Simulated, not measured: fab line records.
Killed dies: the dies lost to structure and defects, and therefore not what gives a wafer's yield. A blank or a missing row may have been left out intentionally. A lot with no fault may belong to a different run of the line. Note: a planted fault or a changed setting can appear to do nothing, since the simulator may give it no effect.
Matching of chambers + flow n5-finfet + N5_SD_EPI_P_ETCH_16 on rie-diel-05 has 4 sister chambers
The step etches SiO2 in CHF3/O2, target depth 5 nm. 18 wafers are shown with their chamber, then 9 later ones without.

WAFERS PAIRED WITH THEIR CHAMBERS
| wafer  | chamber | drypump-motor-current-A (A) | throttle-valve-pct (%) | showerhead-plenum-p-Torr (Torr) |
|--------|---------|-----------------------------|------------------------|---------------------------------|
| L077.3 | 1       | 5.1                         | 19.07                  | 2.52                            |
| L077.4 | 3       | 6.0                         | 19.12                  | 2.42                            |
| L077.5 | 3       | 6.0                         | 19.10                  | 2.42                            |
| L080.1 | 1       | 5.1                         | 19.09                  | 2.52                            |
| L080.2 | 2       | 6.3                         | 18.76                  | 2.51                            |
| L080.3 | 0       | 5.3                         | 18.65                  | 2.52                            |
| L080.4 | 3       | 6.0                         | 19.13                  | 2.42                            |
| L080.5 | 2       | 6.3                         | 18.76                  | 2.51                            |
| L080.6 | 3       | 6.0                         | 19.12                  | 2.42                            |
| L081.1 | 2       | 6.3                         | 18.78                  | 2.51                            |
| L081.2 | 0       | 5.3                         | 18.63                  | 2.52                            |
| L081.3 | 1       | 5.1                         | 19.07                  | 2.52                            |
| L081.4 | 3       | 6.1                         | 19.13                  | 2.42                            |
| L081.5 | 2       | 6.4                         | 18.77                  | 2.51                            |
| L081.6 | 3       | 6.0                         | 19.13                  | 2.42                            |
| L084.3 | 0       | 5.3                         | 18.63                  | 2.51                            |
| L084.5 | 1       | 5.1                         | 19.09                  | 2.51                            |
| L084.6 | 0       | 5.3                         | 18.66                  | 2.51                            |

SIGNATURES (means of the wafers above)
| reading                  | chamber 0 | chamber 1 | chamber 2 | chamber 3 | scatter within a chamber |
|--------------------------|-----------|-----------|-----------|-----------|--------------------------|
| drypump-motor-current-A  | 5.300     | 5.100     | 6.325     | 6.017     | 0.0336                   |
| throttle-valve-pct       | 18.6425   | 19.0800   | 18.7675   | 19.1217   | 0.0121                   |
| showerhead-plenum-p-Torr | 2.5150    | 2.5175    | 2.5100    | 2.4200    | 0.00354                  |
Rule: a wafer lies at a distance from a chamber equal to the root of the sum of squares, over the readings, of (its reading less the chamber's mean, divided by the reading's scatter). The wafer belongs to the nearest chamber; if the next one is less than 2 further off, it can't be placed. The scatter: take each reading less its chamber's mean, square it, sum over the shown wafers, divide by the number of wafers less the number of chambers, and take the root.

WAFERS WITH NO CHAMBER GIVEN
| wafer  | drypump-motor-current-A (A) | throttle-valve-pct (%) | showerhead-plenum-p-Torr (Torr) |
|--------|-----------------------------|------------------------|---------------------------------|
| L086.3 | 6.4                         | 18.78                  | 2.50                            |
| L086.4 | 6.4                         | 18.79                  | 2.50                            |
| L086.5 | 6.0                         | 19.15                  | 2.41                            |
| L087.3 | 5.1                         | 19.10                  | 2.51                            |
| L087.4 | 6.0                         | 19.15                  | 2.41                            |
| L087.5 | 6.3                         | 18.81                  | 2.50                            |
| L097.2 | 5.3                         | 18.69                  | 2.51                            |
| L097.4 | 6.0                         | 19.17                  | 2.41                            |
| L097.5 | 5.3                         | 18.71                  | 2.51                            |

WHICH CHAMBER EACH ONE RAN IN
| wafer  | from the rows above | in truth |
|--------|---------------------|----------|
| L086.3 | 2                   | 2        |
| L086.4 | 2                   | 2        |
| L086.5 | 3                   | 3        |
| L087.3 | 1                   | 1        |
| L087.4 | 3                   | 3        |
| L087.5 | 2                   | 2        |
| L097.2 | 0                   | 0        |
| L097.4 | 3                   | 3        |
| L097.5 | 0                   | 0        |
Correctly placed: 9 of 9. Can't be placed from these rows: 0. Wrongly placed: 0.
